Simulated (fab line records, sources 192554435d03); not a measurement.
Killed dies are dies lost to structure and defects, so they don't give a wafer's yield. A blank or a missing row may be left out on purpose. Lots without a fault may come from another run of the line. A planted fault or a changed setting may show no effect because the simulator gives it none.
Split-lot experiment | flow n5_finfet | 7 lots, 21 wafers read, on a route of 1938 steps

THE SPLIT
At N5_BEOL_M11_COAT_22 (resist thk 90 nm), the setting spin_rpm was moved away from the recipe's 1500 rpm on 6 of the 21 wafers read, by -4.9% to +9.7%. The other wafers ran this setting at the recipe's value.

FROM THE SPLIT TO THE READING: what the file shows between them, 5 steps
- N5_BEOL_M11_EBR_24
- N5_BEOL_M11_SOFTBAKE_23: time 60 s
- N5_BEOL_M11_EXPOSE_25: exposes mask V10
- N5_BEOL_M11_PEB_26: peb time 60 s
- N5_BEOL_M11_DEVELOP_27: develop time 30 s

THE READING
CAR-ArF_of_BEOL_M11_COAT_22.thk_nm (the simulator's own value, which no gauge read), in nm, at N5_BEOL_M11_DESCUM_33 (chemistry O2, time 7.9 s). The file gives no usual value for it. The 15 wafers here that ran the recipe average 83.4 nm, standard deviation 0.25 nm.

wafer  | tool, chamber at the split | spin_rpm as run, rpm | against the recipe | CAR-ArF_of_BEOL_M11_COAT_22.thk_nm, nm | against lot-mates on the recipe
L079.3 | litho_track-04, 0          | 1500                 | recipe             | 83.2                                   | -
L079.5 | litho_track-04, 0          | 1500                 | recipe             | 83.2                                   | -
L079.6 | litho_track-04, 0          | 1500                 | recipe             | 83.4                                   | -
L081.2 | litho_track-05, 0          | 1646                 | +9.7%              | 79.6                                   | no lot-mate on the recipe
L081.4 | litho_track-05, 0          | 1646                 | +9.7%              | 79                                     | no lot-mate on the recipe
L081.6 | litho_track-05, 0          | 1646                 | +9.7%              | 79                                     | no lot-mate on the recipe
L090.1 | litho_track-05, 0          | 1500                 | recipe             | 83.6                                   | -
L090.2 | litho_track-05, 0          | 1500                 | recipe             | 83.6                                   | -
L090.6 | litho_track-05, 0          | 1500                 | recipe             | 83.4                                   | -
L087.2 | litho_track-03, 0          | 1611                 | +7.4%              | 80.4                                   | -3.2
L087.3 | litho_track-03, 0          | 1611                 | +7.4%              | 80.6                                   | -3.0
L087.6 | litho_track-03, 0          | 1500                 | recipe             | 83.6                                   | -
L091.1 | litho_track-04, 0          | 1500                 | recipe             | 83.2                                   | -
L091.4 | litho_track-04, 0          | 1500                 | recipe             | 83                                     | -
L091.5 | litho_track-04, 0          | 1500                 | recipe             | 82.8                                   | -
L097.3 | litho_track-04, 0          | 1427                 | -4.9%              | 85.8                                   | +2.3
L097.4 | litho_track-04, 0          | 1500                 | recipe             | 83.6                                   | -
L097.5 | litho_track-04, 0          | 1500                 | recipe             | 83.4                                   | -
L096.3 | litho_track-03, 0          | 1500                 | recipe             | 83.8                                   | -
L096.5 | litho_track-03, 0          | 1500                 | recipe             | 83.4                                   | -
L096.6 | litho_track-03, 0          | 1500                 | recipe             | 83.4                                   | -

THE FIT
A straight line over all 21 wafers: CAR-ArF_of_BEOL_M11_COAT_22.thk_nm changes by -0.426 nm for each +1% of spin_rpm; r = -0.99; the points scatter about the line by 0.28 nm.
The same after taking each lot's own level away (the mean of its wafers on the recipe; 18 wafers): -0.43 nm for each +1%; r = -0.99; scatter 0.14 nm.
On that fit, the largest move of spin_rpm shifts the reading by 4.2 nm.
The lots' own levels span 83.00 to 83.60 nm, that is 2.4 times the standard deviation above.
So the lot-to-lot level changes the slope little: the two slopes agree.
Check: with one of the wafers moved furthest among these (+7.4%) left out of the fit, the line predicts -3.13 nm for it against its lot-mates. It came out at -3.2 nm against them.

OTHER SPLITS ON THESE WAFERS
These wafers also went through other splits before the reading. Each is held against what the fit with the lots' levels taken away leaves over:
other split on the same wafers | wafers away from the commonest value | r with CAR-ArF_of_BEOL_M11_COAT_22.thk_nm (lot level and that fit taken away)
N5_BEOL_M9_ILD_DEP_00 time_s   | 6                                    | +0.45
N5_BEOL_M9_PECVD_70 temp_c     | 7                                    | +0.13
N5_BEOL_M9_EXPOSE_25 dose_mj   | 7                                    | -0.28
N5_BEOL_M9_ETCH_66 time_s      | 5                                    | -0.24
N5_BEOL_M10_COAT_64 spin_rpm   | 3                                    | +0.30
N5_BEOL_M10_EXPOSE_25 dose_mj  | 4                                    | +0.45
N5_BEOL_M11_ETCH_62 time_s     | 2                                    | +0.16

THE WHOLE CHAIN: every reading that the file lists as answering this split, in the file's order
step                   | what it does             | reading                                                                             | change (the file's fit)               | r (the file's)
N5_BEOL_M11_COAT_22    | resist thk 90 nm         | CAR-ArF_of_BEOL_M11_COAT_22.thk_nm (the simulator's own value, which no gauge read) | -0.438 nm for each +1% of the setting | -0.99
N5_BEOL_M11_DEVELOP_27 | develop time 30 s        | CAR-ArF_of_BEOL_M11_COAT_22.thk_nm (the simulator's own value, which no gauge read) | -0.423 nm for each +1% of the setting | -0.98
N5_BEOL_M11_DESCUM_33  | chemistry O2, time 7.9 s | CAR-ArF_of_BEOL_M11_COAT_22.thk_nm (the simulator's own value, which no gauge read) | -0.435 nm for each +1% of the setting | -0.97

THE FILE'S OWN FIT
CAR-ArF_of_BEOL_M11_COAT_22.thk_nm changes by -0.435 nm for each +1% of spin_rpm, r = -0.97.
